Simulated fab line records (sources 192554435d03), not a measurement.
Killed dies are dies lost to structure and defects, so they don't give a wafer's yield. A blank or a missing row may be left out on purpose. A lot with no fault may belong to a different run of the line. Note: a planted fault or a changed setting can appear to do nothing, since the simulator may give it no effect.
What tool caused it? -- flow n5-finfet -- 12 lots, 33 wafers sampled, at 4 steps of a route of 1938

## WHAT EACH GAUGE READ, for each wafer
N5_BEOL_M6_THK_MEAS_01.
lot,measured,on,M6_ILD_THK (nm)
L441,day 9 05:21,film-metro-01,157.4 159.0 155.2
L443,day 9 17:32,film-metro-02,151.3 151.5 153.5
L444,day 9 17:56,film-metro-01,154.4 155.0
L446,day 10 09:12,film-metro-02,152.9 154.3
L448,day 11 03:46,film-metro-02,150.8 155.2 152.1
L450,day 11 17:52,film-metro-02,157.7 157.7 157.2
L452,day 11 22:11,film-metro-01,154.9 154.9
L451,day 12 00:07,film-metro-01,149.6 151.8 152.5
L456,day 12 19:29,film-metro-01,150.6 151.7 155.8
L458,day 13 19:22,film-metro-02,154.4 209.3 158.1
L461,day 14 11:42,film-metro-02,158.1 213.5 158.5
L463,day 14 20:27,film-metro-01,153.6 155.1 157.5

## TOOL THAT RAN EACH LOT (tool first, then ch and the chambers of the sampled wafers, then the start)
lot,N5_BEOL_M5_ANNEAL_84,N5_BEOL_M5_CO_CAP_78,N5_BEOL_M6_ILD_DEP_00
L441,"pvd-sputter-02, day 9 01:32","cvd-co-01 ch 0,1,2, day 9 04:31","pecvd-04 ch 0,1,2, day 9 04:46"
L443,"pvd-sputter-01, day 9 13:32","cvd-co-02 ch 1,2, day 9 16:41","pecvd-03 ch 0,1,2, day 9 16:56"
L444,"pvd-sputter-03, day 9 13:50","cvd-co-02 ch 0,1, day 9 17:05","pecvd-04 ch 1, day 9 17:20"
L446,"pvd-sputter-03, day 10 04:56","cvd-co-02 ch 1,2, day 10 07:54","pecvd-03 ch 0,2, day 10 08:09"
L448,"pvd-sputter-03, day 10 23:40","cvd-co-01 ch 0,1,2, day 11 02:56","pecvd-03 ch 0,1,2, day 11 03:11"
L450,"pvd-sputter-02, day 11 14:04","cvd-co-01 ch 0,1,2, day 11 17:04","pecvd-01 ch 0,1,2, day 11 17:18"
L452,"pvd-sputter-01, day 11 18:23","cvd-co-01 ch 2, day 11 21:21","pecvd-01 ch 1,2, day 11 21:36"
L451,"pvd-sputter-02, day 11 19:59","cvd-co-02 ch 0,1,2, day 11 23:17","pecvd-03 ch 0,2, day 11 23:32"
L456,"pvd-sputter-03, day 12 15:11","cvd-co-01 ch 1,2, day 12 18:37","pecvd-03 ch 1,2, day 12 18:54"
L458,"pvd-sputter-03, day 13 15:00","cvd-co-02 ch 1,2, day 13 18:25","pecvd-01 ch 1,2, day 13 18:40"
L461,"pvd-sputter-01, day 14 05:16","cvd-co-01 ch 0,1,2, day 14 10:22","pecvd-01 ch 0,1,2, day 14 10:36"
L463,"pvd-sputter-01, day 14 16:03","cvd-co-01 ch 0,1, day 14 19:08","pecvd-03 ch 0,2, day 14 19:23"
- N5_BEOL_M5_ANNEAL_84: time 1800 s.
- N5_BEOL_M5_CO_CAP_78: material Co, precursor CCTBA/H2, target thk 2 nm, time 102.1 s.
- N5_BEOL_M6_ILD_DEP_00: deposits SiCOH lowk from DEMS/porogen, target thk 179.75 nm, time 33.4 s.

## AS READ BY THE TOOLS THEMSELVES (means over the sampled wafers that have a number; for cases with no such wafer, the mark the record gives instead)
N5_BEOL_M5_ANNEAL_84.
lot,tool,heater-power-w (W)
L441,pvd-sputter-02,862
L443,pvd-sputter-01,820
L444,pvd-sputter-03,741
L446,pvd-sputter-03,700
L448,pvd-sputter-03,693
L450,pvd-sputter-02,909
L452,pvd-sputter-01,810
L451,pvd-sputter-02,897
L456,pvd-sputter-03,782
L458,pvd-sputter-03,766
L461,pvd-sputter-01,852
L463,pvd-sputter-01,786

N5_BEOL_M5_CO_CAP_78.
lot,tool,heater-power-w (W)
L441,cvd-co-01,232
L443,cvd-co-02,246
L444,cvd-co-02,234
L446,cvd-co-02,248
L448,cvd-co-01,235
L450,cvd-co-01,233
L452,cvd-co-01,226
L451,cvd-co-02,244
L456,cvd-co-01,232
L458,cvd-co-02,253
L461,cvd-co-01,235
L463,cvd-co-01,242

N5_BEOL_M6_ILD_DEP_00.
lot,tool,heater-power-w (W),showerhead-plenum-p-Torr (Torr),throttle-valve-pct (%)
L441,pecvd-04,263,5.716,14.2
L443,pecvd-03,281,5.744,14.0
L444,pecvd-04,307,5.732,14.7
L446,pecvd-03,284,5.744,13.8
L448,pecvd-03,271,5.751,14.0
L450,pecvd-01,268,5.735,14.4
L452,pecvd-01,230,5.740,14.6
L451,pecvd-03,307,5.741,14.2
L456,pecvd-03,241,5.741,14.1
L458,pecvd-01,266,5.733,15.0
L461,pecvd-01,270,5.729,14.3
L463,pecvd-03,291,5.742,14.1

## THE ANSWER, worked out from the rows above alone
Rule: usual is defined by the lots themselves. Put in order of their means at a reading, lots are off if they are a third of the lots or fewer, leave a main group of 4 or more, and stand apart from it by a gap of 3 or more times the standard deviation of the main group's means; of several such gaps the widest counts. A main group whose means are all the same, to the digits that the tables above print for the reading, isn't used. Also off: a lot with no number at a reading for which 4 or more lots have one. All remaining lots with rows at the step are treated as sound. Order of review: gauges by route order, followed by the tools' own readings, for which a lot's mean as printed above is used. At the first step where some lot is off, the reading lying furthest off is the one used; lots without a number count as furthest.
Off: L458, L461, seen at N5_BEOL_M6_THK_MEAS_01 (M6_ILD_THK). Mean 154.2 nm and standard deviation 2 in the main group.
A tool fits if, at a process step before that reading, it ran every lot that is off, and no sound lot after the first of them. Gauges at N5_BEOL_M6_THK_MEAS_01: tried the same way as those tools. Undecided on this evidence; 2 tools fit (pecvd-01 at N5_BEOL_M6_ILD_DEP_00, film-metro-02 at N5_BEOL_M6_THK_MEAS_01).

## WHAT THE SIMULATOR HAD PUT IN
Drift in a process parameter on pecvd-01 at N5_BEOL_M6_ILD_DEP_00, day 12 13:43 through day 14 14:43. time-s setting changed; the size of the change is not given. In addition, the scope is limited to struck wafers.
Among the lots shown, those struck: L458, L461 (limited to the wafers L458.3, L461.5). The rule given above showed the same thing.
